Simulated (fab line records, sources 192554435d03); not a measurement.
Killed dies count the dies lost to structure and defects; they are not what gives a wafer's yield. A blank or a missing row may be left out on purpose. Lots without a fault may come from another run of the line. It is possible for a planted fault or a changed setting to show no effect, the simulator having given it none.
fab line records	flow n5Finfet
record lots=7	wafers=39
route steps=1938 shown DUMMY_GATE@246 HKMG_FIN@438 MOL_CONTACT_COAG@531
startH: hours from the record's first day to the start of the lot's first wafer shown	waitH: how many hours have passed since the lot's step before this one	" the same as in the row above	L1.1+2: one row covering several wafers at once	- value missing, or start not given	* or withheld: withheld	< > ~ a bound
route shown NAME@n: NAME is a module with steps in the file, n the number in the route of the first one	usual: mean/standard deviation taken from wafers without a fault	same: alike in all rows	chamber/n: place in a boat	sites: readings site by site	_std_site: their standard deviation	_edge_site: mean of outer sites minus mean of inner sites	radiusMm: for every site, how far away it sits from the centre of the wafer	mask NAME#n: copy n	behind: the tool/chamber that last shaped the wafer	hold: what put the lot on hold/how long, in hours/how the hold closed	device: which transistor (n, p or np) failed to switch	end of line: the tests these same wafers got at the end of their route	a step with no rows: only its recipe	killed: dies that structure and defects cost at the first sort, which is not the same as the wafer's yield	map: per-die view of a wafer (x killed, . not killed, _ where there is no die)
set.NAME: the setting that was run; set.NAME@STEP: the one run at that earlier step	model.NAME: the simulator's own value behind a step, which no gauge read
one table per step and one row per wafer, for lots whose settings were changed on purpose
## steps
# step N5_DUMMY_GATE_ETCH_32
# recipe chemistry=CF4	target=SiO2	targetDepthA=35	timeS=3.9	ionEnergyEv=350	pressureMtorr=10	icpW=800	biasW=400	cf4FlowSccm=80
lot.wafer	tool	chamber	startH	waitH	set.timeS	model.etch.depthNm
L075.1	rieSi-03	0	52.25	0.1	3.9	3.503
L075.2	"	2	"	"	3.9	3.547
L075.3	"	3	"	"	3.517	3.2
L075.4	"	1	"	"	3.517	3.128
L075.5	"	2	"	"	3.9	3.523
L075.6	"	1	"	"	3.517	3.107
L076.1	rieSi-04	2	60.37	0.1	3.9	3.528
L076.3	"	1	"	"	3.9	3.547
L076.6	"	3	"	"	3.9	3.516
L079.1	rieSi-03	1	77.13	0.1	3.9	3.469
L079.2	"	3	"	"	3.9	3.509
L079.3	"	2	"	"	3.9	3.506
L079.4	"	0	"	"	3.9	3.517
L079.5	"	1	"	"	3.9	3.466
L079.6	"	0	"	"	3.9	3.531
L086.1	rieSi-03	2	121.49	0.1	3.267	2.914
L086.2	"	1	"	"	3.9	3.385
L086.3	"	0	"	"	3.9	3.447
L086.4	"	3	"	"	3.9	3.488
L086.5	"	0	"	"	3.267	2.895
L086.6	"	3	"	"	3.267	2.912
L089.1	rieSi-01	0	139.04	0.1	3.9	3.589
L089.2	"	1	"	"	3.9	3.521
L089.3	"	3	"	"	3.9	3.464
L089.4	"	0	"	"	4.222	3.881
L089.5	"	3	"	"	4.222	3.781
L089.6	"	1	"	"	4.222	3.856
L091.1	rieSi-01	1	150.26	0.1	3.9	3.501
L091.2	"	2	"	"	3.562	3.231
L091.3	"	3	"	"	3.562	3.182
L091.4	"	0	"	"	3.562	3.29
L091.5	"	0	"	"	3.9	3.586
L091.6	"	1	"	"	3.9	3.519
L095.1	rieSi-04	3	173.52	0.1	3.9	3.489
L095.2+5	"	2	"	"	4.432	4.019
L095.3	"	0	"	"	3.9	3.53
L095.4	"	1	"	"	3.9	3.508
L095.6	"	3	"	"	4.432	3.963
# step N5_HKMG_FIN_ETCH_35
# recipe chemistry=N2/H2	target=SOC	targetDepthA=2158	ionEnergyEv=65	biasW=5	sourceW=3000	timeS=243.4	pressureMtorr=30	n2FlowSccm=200	h2FlowSccm=200
# usual rfVppV=141.6/1.1
lot.wafer	tool	chamber	startH	waitH	set.sourceW	rfVppV	model.etch.depthNm	model.SOC_of_HKMG_FIN_COAT_29.thkNm	model.HKMG_FIN.featureDepthNm
L075.1	rieDiel-04	2	79.79	0.0	3000	140.4	210.3	90	210.2
L075.2	"	1	"	"	3000	141.1	216.5	83.2	216.6
L075.3	"	3	"	"	3402	133.5	231.2	68.4	231.2
L075.4	"	0	"	"	3402	134.6	239	61.4	239
L075.5	"	0	"	"	3402	137.1	238.7	61.6	238.8
L075.6	"	3	"	"	3000	139.9	208	92.6	208
L076.1	rieDiel-05	1	87.79	0.0	3000	141.7	210	89.4	210
L076.3	"	2	"	"	3000	141.9	218.2	81.2	218.2
L076.6	"	1	"	"	3000	141.9	210.2	89.2	210.2
L079.1	rieDiel-03	3	105.05	0.0	3000	142.6	217.4	82.6	217.4
L079.2	"	2	"	"	3000	142.2	212.6	87	212.6
L079.3	"	0	"	"	3000	140.8	217.3	82	217.4
L079.4	"	1	"	"	3000	141.7	208.7	90.6	208.8
L079.5	"	1	"	"	3000	141.7	208.1	91.6	208.2
L079.6	"	2	"	"	3000	142.3	212.5	88	212.6
L086.1	rieDiel-05	1	150.28	0.0	3000	141.6	207.9	91	207.8
L086.2	"	0	"	"	2744	144.8	199.8	98.8	199.8
L086.3	"	3	"	"	2744	146.7	196.4	102.6	196.4
L086.4	"	2	"	"	3000	140.6	218.9	80.4	218.8
L086.5	"	0	"	"	2744	145.2	198.7	100.8	198.8
L086.6	"	1	"	"	3000	142.1	207.7	90	207.8
L089.1	rieDiel-05	3	165.85	0.0	3000	142.0	215.8	84.4	215.8
L089.2	"	2	"	"	2780	144.5	207.8	92	207.8
L089.3	"	0	"	"	3000	140.6	217.8	82.2	217.8
L089.4	"	1	"	"	3000	141.4	210.6	90	210.6
L089.5	"	3	"	"	2780	147.3	202.4	97.4	202.4
L089.6	"	2	"	"	2780	145.1	206.7	92.8	206.8
L091.1	rieDiel-05	0	179.10	0.0	3000	141.4	213.8	87	213.8
L091.2	"	2	"	"	2645	145.8	199.2	102	199.2
L091.3	"	3	"	"	3000	143.3	211.8	90	211.8
L091.4	"	2	"	"	2645	146.2	198.6	102.4	198.6
L091.5	"	3	"	"	3000	142.0	212.4	88.8	212.4
L091.6	"	0	"	"	2645	145.9	195.5	105.4	195.6
L095.1	rieDiel-03	0	200.71	0.0	3000	142.9	214.8	84.8	214.8
L095.2	"	2	"	"	3000	142.8	209.3	89.2	209.4
L095.3	"	1	"	"	3000	140.9	214.9	85.8	214.8
L095.4	"	3	"	"	3000	140.2	213.6	85.8	213.6
L095.5	"	3	"	"	3000	141.2	215.6	83.6	215.6
L095.6	"	0	"	"	3000	140.9	216.1	83.8	216.2
# step N5_MOL_CONTACT_COAG_ETCH_105
# recipe chemistry=CF4	target=SiARC	targetDepthA=156	maskMaterial=CAR-EUV	timeS=26	ionEnergyEv=80	pressureMtorr=40	sourceW=545	biasW=36	Ar_flow_sccm=100	cf4FlowSccm=100	ends=cleared
# usual etchRfOnTimeS=26.1/0.48	rfVppV=184.2/1.1
lot.wafer	tool	chamber	startH	waitH	set.biasW	etchRfOnTimeS	rfVppV
L075.1	rieDiel-03	3	92.72	0.0	36	25.6	184.3
L075.2	"	0	"	"	31.35	26.3	168.7
L075.3	"	2	"	"	36	25.8	184.8
L075.4	"	1	"	"	31.35	27.4	167.4
L075.5	"	0	"	"	36	25.2	185.1
L075.6	"	3	"	"	31.35	26.7	168.9
L076.1	rieDiel-04	0	101.13	0.0	36	26.2	185.0
L076.3	"	1	"	"	36	26.4	184.0
L076.6	"	1	"	"	36	26.3	184.3
L079.1	rieDiel-03	2	120.22	0.0	30.12	28.1	164.8
L079.2	"	1	"	"	30.12	28.5	162.9
L079.3	"	3	"	"	36	26.0	183.2
L079.4	"	0	"	"	36	26.0	184.6
L079.5	"	3	"	"	30.12	27.7	165.1
L079.6	"	2	"	"	36	26.6	185.5
L086.1	rieDiel-05	2	163.73	0.0	36	25.4	184.3
L086.2	"	3	"	"	39.24	25.5	194.6
L086.3	"	1	"	"	36	26.6	182.8
L086.4	"	0	"	"	39.24	25.1	195.3
L086.5	"	0	"	"	39.24	25.1	194.4
L086.6	"	3	"	"	36	25.9	184.9
L089.1	rieDiel-04	3	177.56	0.0	31.96	27.8	169.9
L089.2	"	1	"	"	36	25.8	183.7
L089.3	"	2	"	"	36	25.8	183.8
L089.4	"	2	"	"	31.96	26.5	170.0
L089.5	"	3	"	"	31.96	27.9	168.6
L089.6	"	1	"	"	36	25.8	184.6
L091.1	rieDiel-04	0	192.68	0.0	38.48	25.1	194.1
L091.2	"	1	"	"	36	26.0	184.5
L091.3	"	2	"	"	36	25.6	183.4
L091.4	"	2	"	"	36	25.4	182.1
L091.5	"	1	"	"	38.48	25.1	192.6
L091.6	"	0	"	"	38.48	24.8	193.3
L095.1	rieDiel-05	2	212.72	0.0	38.77	25.0	193.0
L095.2	"	0	"	"	36	25.8	182.8
L095.3	"	1	"	"	36	25.8	182.9
L095.4	"	0	"	"	36	25.9	183.3
L095.5	"	2	"	"	38.77	24.7	190.0
L095.6	"	1	"	"	38.77	25.4	191.4
# step N5_MOL_CONTACT_COAG_ETCH_110
# recipe chemistry=CF4/O2	target=Si	targetDepthA=25	timeS=8	pressureMtorr=100	sourceW=200	biasW=12	ionEnergyEv=60	Ar_flow_sccm=100	cf4FlowSccm=100	O2_flow_sccm=10
# usual rfVppV=127.8/1.8
lot.wafer	tool	chamber	startH	waitH	set.biasW	rfVppV
L075.1	rieDiel-03	3	92.94	0.0	12.74	136.3
L075.2	"	0	"	"	12	127.7
L075.3	"	2	"	"	12	130.7
L075.4	"	1	"	"	12	128.3
L075.5	"	0	"	"	12.74	134.3
L075.6	"	3	"	"	12.74	135.4
L076.1	rieDiel-04	0	101.35	0.0	12	129.9
L076.3	"	1	"	"	12	127.9
L076.6	"	1	"	"	12	126.8
L079.1	rieDiel-03	2	120.44	0.0	10.67	118.2
L079.2	"	1	"	"	12	127.9
L079.3	"	3	"	"	10.67	117.0
L079.4	"	0	"	"	10.67	113.3
L079.5	"	3	"	"	12	129.9
L079.6	"	2	"	"	12	129.9
L086.1	rieDiel-05	2	163.95	0.0	12	123.6
L086.2	"	3	"	"	12	128.7
L086.3	"	1	"	"	12	129.5
L086.4	"	0	"	"	12	130.7
L086.5	"	0	"	"	12	128.5
L086.6	"	3	"	"	12	130.7
L089.1	rieDiel-04	3	177.78	0.0	12	126.6
L089.2	"	1	"	"	12.6	131.9
L089.3	"	2	"	"	12.6	131.7
L089.4	"	2	"	"	12	125.6
L089.5	"	3	"	"	12.6	131.0
L089.6	"	1	"	"	12	127.4
L091.1	rieDiel-04	0	192.91	0.0	12	129.4
L091.2	"	1	"	"	12	125.1
L091.3	"	2	"	"	13.68	139.8
L091.4	"	2	"	"	13.68	140.8
L091.5	"	1	"	"	12	127.3
L091.6	"	0	"	"	13.68	144.0
L095.1	rieDiel-05	2	212.94	0.0	12	125.4
L095.2	"	0	"	"	12	128.4
L095.3	"	1	"	"	12	128.6
L095.4	"	0	"	"	12	127.7
L095.5	"	2	"	"	12	125.6
L095.6	"	1	"	"	12	128.6
# step N5_MOL_CONTACT_COAG_CVD_140
# recipe material=W	targetThkA=665	mode=selectiveFill	tempC=300	timeS=215
lot.wafer	tool	chamber	startH	waitH	set.targetThkA	model.W_of_MOL_CONTACT_COAG_CVD_140.thkNm
L075.1	cvdW-02	1	105.94	0.1	665	65.8
L075.2	"	0	"	"	744.6	73
L075.3	"	1	"	"	744.6	74.4
L075.4	"	0	"	"	665	66.6
L075.5	"	0	"	"	744.6	73.8
L075.6	"	1	"	"	665	66
L076.1	cvdW-01	0	113.70	0.1	665	66.4
L076.3+6	"	0,1	"	"	665	66.6
L079.1	cvdW-02	0	135.21	0.1	665	66.8
L079.2+6	"	1,0	"	"	665	66.2
L079.3	"	0	"	"	595.5	59.6
L079.4	"	1	"	"	595.5	60
L079.5	"	1	"	"	595.5	60.4
L086.1	cvdW-02	0	177.17	0.1	591.3	58.6
L086.2	"	1	"	"	665	66.4
L086.3	"	0	"	"	665	65.6
L086.4	"	1	"	"	591.3	58
L086.5	"	1	"	"	591.3	57.6
L086.6	"	0	"	"	665	65.4
L089.1	cvdW-01	1	190.35	0.1	665	66.8
L089.2+3+5	"	0	"	"	665	67.6
L089.4	"	1	"	"	665	68.2
L089.6	"	1	"	"	665	67.8
L091.1	cvdW-02	1	208.67	0.1	665	66.4
L091.2+3+6	"	0	"	"	665	66
L091.4	"	1	"	"	665	67
L091.5	"	1	"	"	665	66.2
L095.1	cvdW-02	0	223.69	0.1	623	62.2
L095.2	"	1	"	"	623	62.6
L095.3	"	1	"	"	665	67
L095.4	"	0	"	"	665	65.8
L095.5	"	0	"	"	665	66.8
L095.6	"	1	"	"	623	61.6
## key
split step=N5_DUMMY_GATE_ETCH_32	setting=timeS	stated=3.9	by=wafer
response step=N5_DUMMY_GATE_ETCH_32	reading=model.etch.depthNm	change=+0.0352	per=1%	r=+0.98
split step=N5_HKMG_FIN_ETCH_35	setting=sourceW	stated=3000	by=wafer
response step=N5_HKMG_FIN_ETCH_35	reading=rfVppV	change=-0.409	per=1%	r=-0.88
response step=N5_HKMG_FIN_ETCH_35	reading=model.etch.depthNm	change=+1.54	per=1%	r=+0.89
response step=N5_HKMG_FIN_ETCH_35	reading=model.SOC_of_HKMG_FIN_COAT_29.thkNm	change=-1.53	per=1%	r=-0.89
response step=N5_HKMG_FIN_ETCH_35	reading=model.HKMG_FIN.featureDepthNm	change=+1.54	per=1%	r=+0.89
split step=N5_MOL_CONTACT_COAG_ETCH_105	setting=biasW	stated=36	by=wafer
response step=N5_MOL_CONTACT_COAG_ETCH_105	reading=etchRfOnTimeS	change=*	per=1%	r=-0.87
response step=N5_MOL_CONTACT_COAG_ETCH_105	reading=rfVppV	change=+1.25	per=1%	r=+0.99
split step=N5_MOL_CONTACT_COAG_ETCH_110	setting=biasW	stated=12	by=wafer
response step=N5_MOL_CONTACT_COAG_ETCH_110	reading=rfVppV	change=+1.07	per=1%	r=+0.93
split step=N5_MOL_CONTACT_COAG_CVD_140	setting=targetThkA	stated=665	by=wafer
response step=N5_MOL_CONTACT_COAG_CVD_140	reading=model.W_of_MOL_CONTACT_COAG_CVD_140.thkNm	change=+0.654	per=1%	r=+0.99
